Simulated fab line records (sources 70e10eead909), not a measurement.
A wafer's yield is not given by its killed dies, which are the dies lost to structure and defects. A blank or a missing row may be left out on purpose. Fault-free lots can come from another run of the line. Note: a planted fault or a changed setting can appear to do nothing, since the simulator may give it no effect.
The tool behind it: which one? | flow nand harc | 72 wafers from 24 lots sampled at 6 of the route's 1159 steps

== WHAT THE GAUGES READ, wafer by wafer ==
NHARC_A_BLC_CD_MEAS_10: the cd target is 100 nm.
lot  | measured     | on        | cd nm (nm)
L074 | day 17 03:26 | cd sem-02 | 100.0 100.5 100.5
L077 | day 17 11:59 | cd sem-02 | 100.7 100.8 100.4
L076 | day 17 12:43 | cd sem-03 | 101.0 101.3 101.4
L075 | day 17 14:43 | cd sem-01 | 100.9 100.4 100.9
L078 | day 17 18:04 | cd sem-03 | 99.4 100.8 99.8
L079 | day 18 09:17 | cd sem-01 | 99.3 100.5 100.0
L080 | day 18 10:08 | cd sem-01 | 100.1 99.8 100.1
L081 | day 18 20:13 | cd sem-02 | 100.4 100.4 100.3
L082 | day 19 05:54 | cd sem-03 | 100.7 100.6 100.3
L083 | day 19 07:50 | cd sem-01 | 99.9 100.2 99.4
L084 | day 19 10:43 | cd sem-01 | 99.9 100.8 100.5
L086 | day 20 05:59 | cd sem-02 | 100.4 100.7 100.5
L087 | day 20 06:24 | cd sem-02 | 100.9 100.3 100.8
L089 | day 20 19:06 | cd sem-02 | 99.8 99.1 100.1
L085 | day 20 17:30 | cd sem-02 | 100.4 100.3 100.2
L088 | day 21 03:53 | cd sem-01 | 100.3 100.2 100.6
L090 | day 21 15:41 | cd sem-01 | 99.5 98.7 100.0
L092 | day 21 17:31 | cd sem-02 | 99.6 99.8 100.4
L091 | day 21 17:41 | cd sem-01 | 99.8 99.4 98.7
L093 | day 21 23:01 | cd sem-02 | 100.9 101.3 101.4
L095 | day 22 12:56 | cd sem-01 | 99.8 99.7 100.4
L094 | day 22 19:23 | cd sem-03 | 100.0 99.5 98.9
L097 | day 22 21:28 | cd sem-02 | 100.4 99.5 99.6
L096 | day 23 09:42 | cd sem-02 | 100.4 100.0 99.6

== EACH LOT AND THE TOOL THAT RAN IT (in order: tool; ch and the chambers of the sampled wafers; start) ==
lot  | NHARC_A_CONTACT_ETCH_115             | NHARC_A_CONTACT_STRIP_82                      | NHARC_A_CONTACT_ETCH_31                       | NHARC_A_CONTACT_ETCH_139             | NHARC_A_CONTACT_ALD_18
L074 | har cap etch-01 ch 0,1, day 16 05:37 | rie diel-07 ch 0,1,3, day 16 22:27 or earlier | rie diel-08 ch 1,2,3, day 16 22:27 or earlier | har cap etch-02 ch 0,1, day 16 22:27 | ald metal-02 ch 0,2, day 17 00:10
L077 | har cap etch-03 ch 0,1, day 16 14:35 | rie diel-04 ch 0,2,3, day 17 06:41 or earlier | rie diel-07 ch 1,2, day 17 06:41 or earlier   | har cap etch-03 ch 0,1, day 17 06:41 | ald metal-01 ch 0,2,3, day 17 08:25
L076 | har cap etch-02 ch 0,1, day 16 14:41 | rie diel-07 ch 0,1, day 17 07:32 or earlier   | rie diel-07 ch 1,3, day 17 07:32 or earlier   | har cap etch-03 ch 0,1, day 17 07:32 | ald metal-02 ch 0,1,3, day 17 09:17
L075 | har cap etch-01 ch 0,1, day 16 20:58 | rie diel-08 ch 2,3, day 17 11:04 or earlier   | rie diel-07 ch 0,1,2, day 17 11:04 or earlier | har cap etch-01 ch 0,1, day 17 11:04 | ald metal-03 ch 0,2, day 17 12:52
L078 | har cap etch-03 ch 0,1, day 16 21:34 | rie diel-07 ch 1,2,3, day 17 13:16 or earlier | rie diel-07 ch 0,1,2, day 17 13:16 or earlier | har cap etch-03 ch 0,1, day 17 13:16 | ald metal-02 ch 0,1, day 17 14:51
L079 | har cap etch-01 ch 1, day 17 05:44   | rie diel-07 ch 1,2,3, day 17 21:35 or earlier | rie diel-04 ch 0,1,2, day 17 21:35 or earlier | har cap etch-03 ch 0, day 17 21:35   | ald metal-02 ch 0,1,2, day 17 23:13
L080 | har cap etch-02 ch 0,1, day 17 08:52 | rie diel-07 ch 1,2,3, day 18 00:03 or earlier | rie diel-04 ch 0,1,3, day 18 00:03 or earlier | har cap etch-01 ch 0,1, day 18 00:03 | ald metal-01 ch 0,2,3, day 18 01:42
L081 | har cap etch-02 ch 0,1, day 17 22:40 | rie diel-08 ch 1,2,3, day 18 16:40 or earlier | rie diel-04 ch 1,3, day 18 16:40 or earlier   | har cap etch-03 ch 1, day 18 16:40   | ald metal-01 ch 0,1,3, day 18 18:18
L082 | har cap etch-03 ch 0,1, day 18 06:55 | rie diel-07 ch 0,2, day 18 23:58 or earlier   | rie diel-07 ch 0,1, day 18 23:58 or earlier   | har cap etch-01 ch 0,1, day 18 23:58 | ald metal-02 ch 1,2,3, day 19 01:31
L083 | har cap etch-01 ch 0,1, day 18 13:14 | rie diel-08 ch 0,1,3, day 19 04:07 or earlier | rie diel-08 ch 1,2, day 19 04:07 or earlier   | har cap etch-03 ch 0,1, day 19 04:07 | ald metal-03 ch 0,2,3, day 19 05:44
L084 | har cap etch-02 ch 0,1, day 18 16:04 | rie diel-04 ch 0,3, day 19 07:09 or earlier   | rie diel-08 ch 1,2,3, day 19 07:09 or earlier | har cap etch-02 ch 0,1, day 19 07:09 | ald metal-01 ch 0,1, day 19 08:43
L086 | har cap etch-01 ch 0,1, day 19 11:20 | rie diel-07 ch 0,1,3, day 20 00:32 or earlier | rie diel-04 ch 0,2,3, day 20 00:32 or earlier | har cap etch-01 ch 0,1, day 20 00:32 | ald metal-02 ch 0,1,3, day 20 02:19
L087 | har cap etch-03 ch 1, day 19 13:08   | rie diel-07 ch 0,1,2, day 20 02:19 or earlier | rie diel-07 ch 0,2,3, day 20 02:19 or earlier | har cap etch-03 ch 0,1, day 20 02:19 | ald metal-03 ch 0,1,2, day 20 04:04
L089 | har cap etch-03 ch 0, day 19 20:42   | rie diel-04 ch 0,1, day 20 14:58 or earlier   | rie diel-07 ch 0,1,2, day 20 14:58 or earlier | har cap etch-02 ch 0,1, day 20 14:58 | ald metal-02 ch 2,3, day 20 17:12
L085 | har cap etch-02 ch 0,1, day 19 20:47 | rie diel-07 ch 2,3, day 20 13:46 or earlier   | rie diel-07 ch 1,2,3, day 20 13:46 or earlier | har cap etch-01 ch 0,1, day 20 13:46 | ald metal-03 ch 0,2,3, day 20 15:32
L088 | har cap etch-02 ch 0,1, day 20 03:03 | rie diel-08 ch 1,2, day 20 18:49 or earlier   | rie diel-07 ch 0,1,3, day 20 18:49 or earlier | har cap etch-03 ch 0,1, day 20 18:49 | ald metal-01 ch 1,2, day 20 20:22
L090 | har cap etch-01 ch 0,1, day 20 04:07 | rie diel-07 ch 0,2, day 20 22:44 or earlier   | rie diel-08 ch 1,2,3, day 20 22:44 or earlier | har cap etch-03 ch 0,1, day 20 22:44 | ald metal-01 ch 0,1,2, day 21 00:17
L092 | har cap etch-01 ch 0,1, day 20 09:05 | rie diel-07 ch 2,3, day 21 01:50 or earlier   | rie diel-07 ch 0,2,3, day 21 01:50 or earlier | har cap etch-02 ch 0,1, day 21 01:50 | ald metal-02 ch 0,1,2, day 21 03:30
L091 | har cap etch-02 ch 0,1, day 20 12:38 | rie diel-07 ch 0,1,2, day 21 03:40 or earlier | rie diel-07 ch 1,2,3, day 21 03:40 or earlier | har cap etch-01 ch 0,1, day 21 03:40 | ald metal-01 ch 0,1,3, day 21 05:16
L093 | har cap etch-01 ch 0,1, day 20 21:02 | rie diel-07 ch 1,2,3, day 21 12:14 or earlier | rie diel-08 ch 1,2,3, day 21 12:14 or earlier | har cap etch-02 ch 0,1, day 21 12:14 | ald metal-03 ch 0,2,3, day 21 13:46
L095 | har cap etch-01 ch 0,1, day 21 18:16 | rie diel-07 ch 2,3, day 22 09:29 or earlier   | rie diel-07 ch 0,1,3, day 22 09:29 or earlier | har cap etch-02 ch 0,1, day 22 09:29 | ald metal-03 ch 1,2, day 22 11:04
L094 | har cap etch-03 ch 0,1, day 21 22:32 | rie diel-08 ch 1,2,3, day 22 12:20 or earlier | rie diel-07 ch 0,1,3, day 22 12:20 or earlier | har cap etch-02 ch 0,1, day 22 12:20 | ald metal-02 ch 2,3, day 22 13:55
L097 | har cap etch-01 ch 0,1, day 22 03:35 | rie diel-08 ch 1,2, day 22 18:05 or earlier   | rie diel-07 ch 0,3, day 22 18:05 or earlier   | har cap etch-03 ch 0,1, day 22 18:05 | ald metal-01 ch 0,3, day 22 19:36
L096 | har cap etch-03 ch 0,1, day 22 11:35 | rie diel-07 ch 2,3, day 23 01:37 or earlier   | rie diel-04 ch 0,2, day 23 01:37 or earlier   | har cap etch-03 ch 0,1, day 23 01:37 | ald metal-02 ch 1,3, day 23 03:10
- NHARC_A_CONTACT_ETCH_115: etches the open film in C4F8/O2/Ar, time 94 s, target depth 922 nm.
- NHARC_A_CONTACT_STRIP_82: strips in O2.
- NHARC_A_CONTACT_ETCH_31: etches the open film in O2/COS, target depth 2000 nm, time 520 s.
- NHARC_A_CONTACT_ETCH_139: etches the open film in C4F8/O2/Ar, time 137 s, target depth 590 nm.
- NHARC_A_CONTACT_ALD_18: deposits TiN, target thk 3 nm, pulse time 1 s, ald cycles 150.

== WHAT THE TOOLS THEMSELVES READ (means of the sampled wafers that have a number; where no wafer has one, the mark that the record gives instead) ==
NHARC_A_CONTACT_ETCH_115.
lot  | tool            | oes air line au (a.u.)
L074 | har cap etch-01 | 1.009
L077 | har cap etch-03 | 1.004
L076 | har cap etch-02 | 1.006
L075 | har cap etch-01 | 0.997
L078 | har cap etch-03 | 1.001
L079 | har cap etch-01 | 0.994
L080 | har cap etch-02 | 1.017
L081 | har cap etch-02 | 1.000
L082 | har cap etch-03 | 1.006
L083 | har cap etch-01 | 0.991
L084 | har cap etch-02 | 0.981
L086 | har cap etch-01 | 0.979
L087 | har cap etch-03 | 0.981
L089 | har cap etch-03 | 0.989
L085 | har cap etch-02 | 0.988
L088 | har cap etch-02 | 0.998
L090 | har cap etch-01 | 1.014
L092 | har cap etch-01 | 0.980
L091 | har cap etch-02 | 1.005
L093 | har cap etch-01 | 1.010
L095 | har cap etch-01 | 0.990
L094 | har cap etch-03 | 1.010
L097 | har cap etch-01 | 0.984
L096 | har cap etch-03 | 0.986

NHARC_A_CONTACT_STRIP_82.
lot  | tool        | drypump motor current A (A) | oes product au (a.u.) | rf vpp V (V) | showerhead plenum p Torr (Torr) | throttle valve pct (%)
L074 | rie diel-07 | 5.1                         | 0.996                 | 58.3         | 3.58                            | 17.036
L077 | rie diel-04 | 6.0                         | 1.002                 | 56.9         | 3.48                            | 17.026
L076 | rie diel-07 | 5.2                         | 1.000                 | 58.1         | 3.64                            | 17.040
L075 | rie diel-08 | 5.4                         | 1.006                 | 58.2         | 3.44                            | 17.042
L078 | rie diel-07 | 5.0                         | 0.992                 | 57.7         | 3.57                            | 17.034
L079 | rie diel-07 | 5.0                         | 1.003                 | 56.8         | 3.57                            | 17.039
L080 | rie diel-07 | 5.0                         | 0.994                 | 57.8         | 3.57                            | 17.033
L081 | rie diel-08 | 5.7                         | 0.998                 | 57.7         | 3.47                            | 17.043
L082 | rie diel-07 | 5.1                         | 1.007                 | 57.6         | 3.61                            | 17.037
L083 | rie diel-08 | 5.9                         | 0.999                 | 57.8         | 3.32                            | 17.039
L084 | rie diel-04 | 6.2                         | 1.003                 | 56.9         | 3.51                            | 17.040
L086 | rie diel-07 | 5.1                         | 0.998                 | 57.8         | 3.57                            | 17.045
L087 | rie diel-07 | 5.1                         | 0.996                 | 57.3         | 3.63                            | 17.031
L089 | rie diel-04 | 5.3                         | 1.007                 | 57.5         | 3.50                            | 17.038
L085 | rie diel-07 | 5.0                         | 1.001                 | 57.7         | 3.54                            | 17.041
L088 | rie diel-08 | 5.6                         | 0.994                 | 57.8         | 3.62                            | 17.045
L090 | rie diel-07 | 5.0                         | 1.008                 | 57.2         | 3.60                            | 17.042
L092 | rie diel-07 | 5.0                         | 0.997                 | 57.9         | 3.47                            | 17.032
L091 | rie diel-07 | 5.1                         | 0.994                 | 57.9         | 3.63                            | 17.041
L093 | rie diel-07 | 5.0                         | 1.004                 | 57.7         | 3.56                            | 17.039
L095 | rie diel-07 | 5.1                         | 1.001                 | 58.3         | 3.47                            | 17.036
L094 | rie diel-08 | 5.7                         | 1.002                 | 57.9         | 3.63                            | 17.039
L097 | rie diel-08 | 5.6                         | 0.993                 | 57.4         | 3.61                            | 17.046
L096 | rie diel-07 | 5.1                         | 1.006                 | 57.2         | 3.47                            | 17.036

NHARC_A_CONTACT_ETCH_31.
lot  | tool        | drypump motor current A (A) | oes product au (a.u.) | rf vpp V (V) | showerhead plenum p Torr (Torr) | throttle valve pct (%)
L074 | rie diel-08 | 5.7                         | 1.002                 | 313.4        | 3.08                            | 28.323
L077 | rie diel-07 | 5.0                         | 1.001                 | 315.8        | 3.24                            | 28.328
L076 | rie diel-07 | 5.0                         | 0.989                 | 315.1        | 3.18                            | 28.334
L075 | rie diel-07 | 5.1                         | 0.999                 | 315.2        | 3.22                            | 28.331
L078 | rie diel-07 | 5.1                         | 1.000                 | 315.6        | 3.22                            | 28.336
L079 | rie diel-04 | 5.4                         | 1.006                 | 314.0        | 3.11                            | 28.327
L080 | rie diel-04 | 5.9                         | 0.997                 | 313.0        | 3.07                            | 28.325
L081 | rie diel-04 | 6.1                         | 1.003                 | 312.2        | 3.00                            | 28.336
L082 | rie diel-07 | 5.2                         | 0.999                 | 315.7        | 3.22                            | 28.329
L083 | rie diel-08 | 5.6                         | 0.996                 | 314.4        | 3.21                            | 28.329
L084 | rie diel-08 | 5.7                         | 0.997                 | 314.0        | 3.07                            | 28.321
L086 | rie diel-04 | 6.0                         | 1.001                 | 313.4        | 3.07                            | 28.326
L087 | rie diel-07 | 5.1                         | 0.994                 | 314.6        | 3.14                            | 28.319
L089 | rie diel-07 | 5.1                         | 0.995                 | 315.5        | 3.21                            | 28.324
L085 | rie diel-07 | 5.0                         | 0.994                 | 315.4        | 3.15                            | 28.333
L088 | rie diel-07 | 5.1                         | 1.001                 | 314.7        | 3.15                            | 28.320
L090 | rie diel-08 | 5.7                         | 1.005                 | 313.8        | 3.06                            | 28.337
L092 | rie diel-07 | 5.1                         | 0.996                 | 314.5        | 3.13                            | 28.332
L091 | rie diel-07 | 5.0                         | 1.001                 | 314.7        | 3.15                            | 28.332
L093 | rie diel-08 | 5.7                         | 0.997                 | 315.5        | 3.22                            | 28.335
L095 | rie diel-07 | 5.1                         | 0.994                 | 314.4        | 3.15                            | 28.335
L094 | rie diel-07 | 5.1                         | 1.005                 | 314.2        | 3.15                            | 28.336
L097 | rie diel-07 | 5.2                         | 1.001                 | 313.1        | 3.07                            | 28.332
L096 | rie diel-04 | 5.6                         | 0.994                 | 313.8        | 3.09                            | 28.328

NHARC_A_CONTACT_ETCH_139.
lot  | tool            | oes air line au (a.u.)
L074 | har cap etch-02 | 1.004
L077 | har cap etch-03 | 0.998
L076 | har cap etch-03 | 1.016
L075 | har cap etch-01 | 0.995
L078 | har cap etch-03 | 1.008
L079 | har cap etch-03 | 0.997
L080 | har cap etch-01 | 0.994
L081 | har cap etch-03 | 0.991
L082 | har cap etch-01 | 1.000
L083 | har cap etch-03 | 1.003
L084 | har cap etch-02 | 0.980
L086 | har cap etch-01 | 0.982
L087 | har cap etch-03 | 0.989
L089 | har cap etch-02 | 0.987
L085 | har cap etch-01 | 0.999
L088 | har cap etch-03 | 1.006
L090 | har cap etch-03 | 1.007
L092 | har cap etch-02 | 0.975
L091 | har cap etch-01 | 0.997
L093 | har cap etch-02 | 1.011
L095 | har cap etch-02 | 0.981
L094 | har cap etch-02 | 1.002
L097 | har cap etch-03 | 1.014
L096 | har cap etch-03 | 1.001

NHARC_A_CONTACT_ALD_18.
lot  | tool         | heater power w (W) | precursor pulse height rel
L074 | ald metal-02 | 1061               | 1.012
L077 | ald metal-01 | 1012               | 1.000
L076 | ald metal-02 | 1064               | 1.008
L075 | ald metal-03 | 1002               | 1.001
L078 | ald metal-02 | 1097               | 0.999
L079 | ald metal-02 | 1050               | 0.986
L080 | ald metal-01 | 1027               | 0.991
L081 | ald metal-01 | 1108               | 1.001
L082 | ald metal-02 | 1042               | 0.994
L083 | ald metal-03 | 1019               | 1.001
L084 | ald metal-01 | 1089               | 1.012
L086 | ald metal-02 | 1075               | 1.000
L087 | ald metal-03 | 1084               | 1.002
L089 | ald metal-02 | 1044               | 0.999
L085 | ald metal-03 | 1011               | 0.995
L088 | ald metal-01 | 973                | 1.008
L090 | ald metal-01 | 1027               | 1.013
L092 | ald metal-02 | 1070               | 0.988
L091 | ald metal-01 | 1116               | 1.005
L093 | ald metal-03 | 1025               | 0.985
L095 | ald metal-03 | 1029               | 1.012
L094 | ald metal-02 | 1051               | 1.020
L097 | ald metal-01 | 1062               | 0.994
L096 | ald metal-02 | 1075               | 0.990

== THE ANSWER, worked out from the rows above alone ==
Rule: the usual values come from the lots themselves. The widest of any qualifying gaps counts: lots, ordered by their means at a reading, are off when they make up no more than a third of the lots, leave a main group of 4 or more, and stand apart from it by 3 or more times the standard deviation of that group's means. A main group whose means are all the same, to the digits that the tables above print for the reading, isn't used. Also off: a lot with no number at a reading for which 4 or more lots have one. Any other lot the step has rows for is counted as sound. First the gauges in route order, then the tools' own readings, where a lot's mean is used as printed above. The first step at which some lot is off is used, and at that step the reading that is off furthest; a lot without a number counts as furthest.
Nothing can be told from this: no lot is off at any reading shown.

== WHAT THE SIMULATOR PUT IN ==
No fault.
